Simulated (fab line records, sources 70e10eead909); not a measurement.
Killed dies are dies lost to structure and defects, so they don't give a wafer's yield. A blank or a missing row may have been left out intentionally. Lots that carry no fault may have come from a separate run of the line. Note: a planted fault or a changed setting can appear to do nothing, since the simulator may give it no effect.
Matching of chambers || flow nand harc || cmp-03 running NHARC_P_M0_CMP_23: 4 sister chambers
The step polishes, t overpolish 20 s, target thk 117.54 nm. 18 wafers are shown with their chamber, then 9 later ones without.

== WAFERS WITH THEIR CHAMBER ==
{"wafer": "L076.1", "chamber": 2, "motor current A (A)": 13.7, "time to endpoint s (s)": 29.1}
{"wafer": "L076.2", "chamber": 0, "motor current A (A)": 13.0, "time to endpoint s (s)": 31.8}
{"wafer": "L076.4", "chamber": 3, "motor current A (A)": 10.8, "time to endpoint s (s)": 30.5}
{"wafer": "L075.1", "chamber": 2, "motor current A (A)": 13.7, "time to endpoint s (s)": 27.9}
{"wafer": "L075.4", "chamber": 1, "motor current A (A)": 13.8, "time to endpoint s (s)": 28.5}
{"wafer": "L075.6", "chamber": 1, "motor current A (A)": 14.3, "time to endpoint s (s)": 29.4}
{"wafer": "L077.2", "chamber": 3, "motor current A (A)": 10.6, "time to endpoint s (s)": 29.2}
{"wafer": "L077.3", "chamber": 1, "motor current A (A)": 14.1, "time to endpoint s (s)": 28.0}
{"wafer": "L077.4", "chamber": 2, "motor current A (A)": 13.7, "time to endpoint s (s)": 27.9}
{"wafer": "L077.1", "chamber": 0, "motor current A (A)": 13.3, "time to endpoint s (s)": 30.7}
{"wafer": "L077.5", "chamber": 3, "motor current A (A)": 9.9, "time to endpoint s (s)": 27.8}
{"wafer": "L077.6", "chamber": 2, "motor current A (A)": 13.9, "time to endpoint s (s)": 26.3}
{"wafer": "L083.2", "chamber": 2, "motor current A (A)": 12.9, "time to endpoint s (s)": 30.0}
{"wafer": "L083.3", "chamber": 0, "motor current A (A)": 13.2, "time to endpoint s (s)": 32.6}
{"wafer": "L083.5", "chamber": 0, "motor current A (A)": 12.9, "time to endpoint s (s)": 30.2}
{"wafer": "L085.1", "chamber": 2, "motor current A (A)": 13.9, "time to endpoint s (s)": 32.7}
{"wafer": "L085.4", "chamber": 1, "motor current A (A)": 14.0, "time to endpoint s (s)": 31.9}
{"wafer": "L085.6", "chamber": 2, "motor current A (A)": 13.8, "time to endpoint s (s)": 32.0}

SIGNATURES (averages over the wafers above)
{"reading": "motor current A", "chamber 0": 13.100, "chamber 1": 14.050, "chamber 2": 13.657, "chamber 3": 10.433, "scatter within a chamber": 0.316}
{"reading": "time to endpoint s", "chamber 0": 31.325, "chamber 1": 29.450, "chamber 2": 29.414, "chamber 3": 29.167, "scatter within a chamber": 1.86}
Rule: distance of a wafer from a chamber = root of the sum over the readings of ((wafer's reading minus chamber's mean) / reading's scatter) squared. If the next closest chamber is less than 2 further off than the closest, the wafer can't be placed; otherwise it belongs to the closest. The scatter is the square root of a quotient: the sum, over the shown wafers, of each reading's squared deviation from its chamber's mean, divided by wafers minus chambers.

== WAFERS WITH NO CHAMBER GIVEN ==
{"wafer": "L090.2", "motor current A (A)": 13.4, "time to endpoint s (s)": 28.1}
{"wafer": "L090.4", "motor current A (A)": 14.6, "time to endpoint s (s)": 29.3}
{"wafer": "L090.5", "motor current A (A)": 13.2, "time to endpoint s (s)": 30.6}
{"wafer": "L097.1", "motor current A (A)": 13.8, "time to endpoint s (s)": 27.5}
{"wafer": "L097.2", "motor current A (A)": 10.7, "time to endpoint s (s)": 32.7}
{"wafer": "L097.4", "motor current A (A)": 14.0, "time to endpoint s (s)": 31.7}
{"wafer": "L097.3", "motor current A (A)": 13.2, "time to endpoint s (s)": 31.5}
{"wafer": "L097.5", "motor current A (A)": 14.0, "time to endpoint s (s)": 30.8}
{"wafer": "L097.6", "motor current A (A)": 14.2, "time to endpoint s (s)": 29.8}

== WHICH CHAMBER EACH ONE RAN IN ==
{"wafer": "L090.2", "from the rows above": "can't be placed: 2 or 0 or 1", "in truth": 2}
{"wafer": "L090.4", "from the rows above": "can't be placed: 1 or 2", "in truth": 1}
{"wafer": "L090.5", "from the rows above": "can't be placed: 0 or 2", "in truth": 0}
{"wafer": "L097.1", "from the rows above": "can't be placed: 2 or 1 or 0", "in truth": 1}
{"wafer": "L097.2", "from the rows above": 3, "in truth": 3}
{"wafer": "L097.4", "from the rows above": "can't be placed: 1 or 2 or 0", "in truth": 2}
{"wafer": "L097.3", "from the rows above": "can't be placed: 0 or 2", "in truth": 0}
{"wafer": "L097.5", "from the rows above": "can't be placed: 1 or 2", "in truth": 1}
{"wafer": "L097.6", "from the rows above": "can't be placed: 1 or 2", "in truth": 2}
Placed correctly: 1 of 9. Cannot be placed on the basis of these rows: 8; the candidates contain the true chamber in 8. Number placed wrongly: 0.
